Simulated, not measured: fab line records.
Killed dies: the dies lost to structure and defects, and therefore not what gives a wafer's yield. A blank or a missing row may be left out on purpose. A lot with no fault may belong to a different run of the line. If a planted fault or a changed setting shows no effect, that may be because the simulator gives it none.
Lot-split experiment | flow n5Finfet | 21 wafers read from 7 lots, route of 1938 steps

== THE SPLIT ITSELF ==
At N5_BEOL_M9_EXPOSE_08 (exposes mask M9), the setting doseMj was moved away from the recipe's 53.75 on 11 of the 21 wafers read, by -6.4% to +7.3%. The other wafers ran this setting at the recipe's value.

== FROM THE SPLIT TO THE READING: what the file shows between them, 15 steps ==
- N5_BEOL_M9_PEB_09: peb time 60 s
- N5_BEOL_M9_DEVELOP_10: develop time 30 s
- N5_BEOL_M9_CD_MEAS_11: target cd 64.1 nm
- N5_BEOL_M9_DESCUM_16: chemistry O2, time 7.9 s
- N5_BEOL_M9_ETCH_61: etches SiARC in CF4, target depth 39 nm, time 65 s
- N5_BEOL_M9_ETCH_62: etches SOC in N2/H2, target depth 110 nm, overetch 22 nm, time 165 s
- N5_BEOL_M9_STRIP_68: strips in N2/H2
- N5_BEOL_M9_STRIP_67: strips in CF4
- N5_BEOL_M9_HM_OPEN_17: chemistry Cl2/BCl3, target TiN, target depth 20 nm, overetch 6 nm
- N5_BEOL_M9_STRIP_19: strips in O2
- N5_BEOL_M9_CD_MEAS_18: pitch 140 nm, target cd 70 nm
- N5_BEOL_M9_COAT_63: time 60 s, resist thk 60 nm
- N5_BEOL_M9_COAT_64: time 60 s, resist thk 12 nm
- N5_BEOL_M9_PRECLEAN_42: cleans in residue remover, time 60 s
- N5_BEOL_M9_SRD_43: time 30 s

== THE READING ==
cdNm, in nm, at N5_BEOL_M9_CD_MEAS_35 (target cd 70 nm, target cd y 40 nm). Fault-free wafers of this fab line usually give 70.0 nm, standard deviation 0.65 nm.

wafer  | tool, chamber at the split | doseMj as run | against the recipe | cdNm, nm | against lot-mates on the recipe
L074.1 | arfiScanner-02, 0          | 53.75         | recipe             | 69.8     | -
L074.2 | arfiScanner-02, 0          | 55.91         | +4.0%              | 71.5     | +1.7
L074.4 | arfiScanner-02, 0          | 55.91         | +4.0%              | 71.6     | +1.8
L075.3 | arfiScanner-01, 0          | 53.75         | recipe             | 71.5     | -
L075.4 | arfiScanner-01, 0          | 57.32         | +6.6%              | 74.9     | +3.4
L075.5 | arfiScanner-01, 0          | 57.32         | +6.6%              | 74.1     | +2.6
L076.1 | arfiScanner-01, 0          | 53.75         | recipe             | 70.9     | -
L076.4 | arfiScanner-01, 0          | 53.75         | recipe             | 70.2     | -
L076.5 | arfiScanner-01, 0          | 56.43         | +5.0%              | 72.4     | +1.8
L077.1 | arfiScanner-02, 0          | 53.75         | recipe             | 69.2     | -
L077.3 | arfiScanner-02, 0          | 53.75         | recipe             | 69.7     | -
L077.6 | arfiScanner-02, 0          | 53.75         | recipe             | 70.7     | -
L080.4 | arfiScanner-03, 0          | 53.75         | recipe             | 70.3     | -
L080.5 | arfiScanner-03, 0          | 50.31         | -6.4%              | 66.5     | -3.8
L080.6 | arfiScanner-03, 0          | 53.75         | recipe             | 70.4     | -
L083.1 | arfiScanner-02, 0          | 57.65         | +7.3%              | 73.9     | +3.4
L083.2 | arfiScanner-02, 0          | 57.65         | +7.3%              | 74.2     | +3.7
L083.6 | arfiScanner-02, 0          | 53.75         | recipe             | 70.5     | -
L090.4 | arfiScanner-02, 0          | 55.88         | +4.0%              | 72.4     | no lot-mate on the recipe
L090.5 | arfiScanner-02, 0          | 55.88         | +4.0%              | 72.4     | no lot-mate on the recipe
L090.6 | arfiScanner-02, 0          | 55.88         | +4.0%              | 71.8     | no lot-mate on the recipe

THE FIT
A straight line over all 21 wafers: cdNm changes by +0.54 nm for each +1% of doseMj; r = +0.95; the points scatter about the line by 0.62 nm.
The same after taking each lot's own level away (the mean of its wafers on the recipe; 18 wafers): +0.493 nm for each +1%; r = +0.98; scatter 0.4 nm.
That fit puts the effect of the largest move of doseMj on the reading at 3.6 nm.
The lots' own levels span 69.80 to 71.50 nm, that is 2.6 times the standard deviation above.
Hence the lot-to-lot level has little effect on the slope; both slopes agree.
Check: for one of the wafers moved furthest among these (+7.3%), held out of the fit, the line's prediction against its lot-mates is +3.46 nm. Against them it came out at +3.4 nm.

== THE WHOLE CHAIN: every reading that the file lists as answering this split, in the file's order ==
step                  | what it does                                                         | reading                                                             | change (the file's fit)               | r (the file's)
N5_BEOL_M9_CD_MEAS_11 | target cd 64.1 nm                                                    | cdNm                                                                | +0.555 nm for each +1% of the setting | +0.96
N5_BEOL_M9_ETCH_61    | etches SiARC in CF4, target depth 39 nm, time 65 s                   | BEOL_M9.cdOffsetNm (the simulator's own value, which no gauge read) | +0.531 nm for each +1% of the setting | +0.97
N5_BEOL_M9_ETCH_62    | etches SOC in N2/H2, target depth 110 nm, overetch 22 nm, time 165 s | BEOL_M9.cdOffsetNm (the simulator's own value, which no gauge read) | +0.501 nm for each +1% of the setting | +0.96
N5_BEOL_M9_HM_OPEN_17 | chemistry Cl2/BCl3, target TiN, target depth 20 nm, overetch 6 nm    | BEOL_M9.cdOffsetNm (the simulator's own value, which no gauge read) | +0.505 nm for each +1% of the setting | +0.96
N5_BEOL_M9_CD_MEAS_18 | pitch 140 nm, target cd 70 nm                                        | cdNm                                                                | +0.514 nm for each +1% of the setting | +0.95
N5_BEOL_M9_CD_MEAS_35 | target cd 70 nm, target cd y 40 nm                                   | cdNm                                                                | +0.487 nm for each +1% of the setting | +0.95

== THE FILE'S OWN FIT ==
cdNm changes by +0.487 nm for each +1% of doseMj, r = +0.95.
